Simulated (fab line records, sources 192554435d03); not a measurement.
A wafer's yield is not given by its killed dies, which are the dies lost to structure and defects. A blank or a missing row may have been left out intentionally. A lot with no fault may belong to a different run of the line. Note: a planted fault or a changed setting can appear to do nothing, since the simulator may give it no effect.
Split-lot experiment ; flow n5-finfet ; 39 wafers read across 7 lots, on a route 1938 steps long

THE SPLIT
At N5_WELL_APT_EXPOSE_05 (exposes mask NWELL, defocus 0 nm, target cd 200 nm), the setting dose-mj was moved away from the recipe's 20.3 on 12 of the 39 wafers read, by -5.7% to +5.9%. All remaining wafers had this setting at the recipe value.

FROM THE SPLIT TO THE READING: what the file shows between them, 3 steps
- N5_WELL_APT_PEB_06: peb time 90 s
- N5_WELL_APT_DEVELOP_07: develop time 45 s
- N5_WELL_APT_HARDBAKE_12: time 120 s

THE READING
cd-nm, in nm, at N5_WELL_APT_CD_MEAS_08 (target cd 200 nm). A value of 199.3 nm with a standard deviation of 1.7 nm is what fault-free wafers of this fab line usually give.

wafer;tool, chamber at the split;dose-mj as run;against the recipe;cd-nm, nm;against lot-mates on the recipe
L076.1;krf-scanner-01, 0;20.3;recipe;201.0;-
L076.2;krf-scanner-01, 0;20.3;recipe;201.4;-
L076.3;krf-scanner-01, 0;20.3;recipe;200.4;-
L076.4;krf-scanner-01, 0;20.3;recipe;199.0;-
L076.5;krf-scanner-01, 0;20.3;recipe;201.7;-
L076.6;krf-scanner-01, 0;20.3;recipe;201.5;-
L085.1;krf-scanner-02, 0;20.3;recipe;201.6;-
L085.2;krf-scanner-02, 0;20.3;recipe;200.5;-
L085.3;krf-scanner-02, 0;20.3;recipe;198.0;-
L085.4;krf-scanner-02, 0;20.3;recipe;198.0;-
L085.5;krf-scanner-02, 0;20.3;recipe;199.8;-
L085.6;krf-scanner-02, 0;20.3;recipe;202.0;-
L086.1;krf-scanner-02, 0;21.5;+5.9%;209.9;+8.7
L086.2;krf-scanner-02, 0;21.5;+5.9%;207.2;+6.0
L086.3;krf-scanner-02, 0;20.3;recipe;200.2;-
L086.4;krf-scanner-02, 0;20.3;recipe;201.4;-
L086.5;krf-scanner-02, 0;20.3;recipe;201.9;-
L086.6;krf-scanner-02, 0;21.5;+5.9%;211.9;+10.7
L088.1;krf-scanner-01, 0;21.12;+4.0%;208.3;+8.7
L088.2;krf-scanner-01, 0;20.3;recipe;200.8;-
L088.3;krf-scanner-01, 0;21.12;+4.0%;206.8;+7.2
L088.4;krf-scanner-01, 0;21.12;+4.0%;206.0;+6.4
L088.5;krf-scanner-01, 0;20.3;recipe;197.7;-
L088.6;krf-scanner-01, 0;20.3;recipe;200.2;-
L092.1;krf-scanner-02, 0;21.08;+3.8%;205.7;+6.7
L092.2;krf-scanner-02, 0;20.3;recipe;199.8;-
L092.3;krf-scanner-02, 0;20.3;recipe;199.7;-
L092.4;krf-scanner-02, 0;21.08;+3.8%;204.7;+5.7
L092.5;krf-scanner-02, 0;21.08;+3.8%;206.0;+7.0
L092.6;krf-scanner-02, 0;20.3;recipe;197.5;-
L093.1;krf-scanner-01, 0;20.3;recipe;201.7;-
L093.3;krf-scanner-01, 0;20.3;recipe;200.7;-
L093.6;krf-scanner-01, 0;20.3;recipe;198.0;-
L097.1;krf-scanner-02, 0;20.3;recipe;196.7;-
L097.2;krf-scanner-02, 0;20.3;recipe;198.6;-
L097.3;krf-scanner-02, 0;19.14;-5.7%;188.1;-10.3
L097.4;krf-scanner-02, 0;19.14;-5.7%;186.6;-11.8
L097.5;krf-scanner-02, 0;20.3;recipe;199.8;-
L097.6;krf-scanner-02, 0;19.14;-5.7%;189.2;-9.2

FIT RESULTS
A straight line over all 39 wafers: cd-nm changes by +1.81 nm for each +1% of dose-mj; r = +0.95; the points scatter about the line by 1.6 nm.
The same after taking each lot's own level away (the mean of its wafers on the recipe; 39 wafers): +1.68 nm for each +1%; r = +0.96; scatter 1.4 nm.
On that fit, the largest move of dose-mj shifts the reading by 9.9 nm.
The span of the lots' own levels, 198.37 to 201.17 nm, comes to 1.6 times the standard deviation stated above.
So the lot-to-lot level changes the slope little: the two slopes agree.
Check: +9.96 nm against its lot-mates is what the line predicts for one of the wafers moved furthest among these (+5.9%) when that wafer is left out of the fit. Against them it came out at +8.73 nm.

THE WHOLE CHAIN: every reading that the file lists as answering this split, in the file's order
step;what it does;reading;change (the file's fit);r (the file's)
N5_WELL_APT_CD_MEAS_08;target cd 200 nm;cd-nm;+1.67 nm for each +1% of the setting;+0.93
N5_WELL_APT_DESCUM_13;chemistry O2, time 7.9 s;WELL_APT.cd-nm (the simulator's own value, which no gauge read);+1.64 nm for each +1% of the setting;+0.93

FILE'S OWN FIT
cd-nm changes by +1.67 nm for each +1% of dose-mj, r = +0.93.
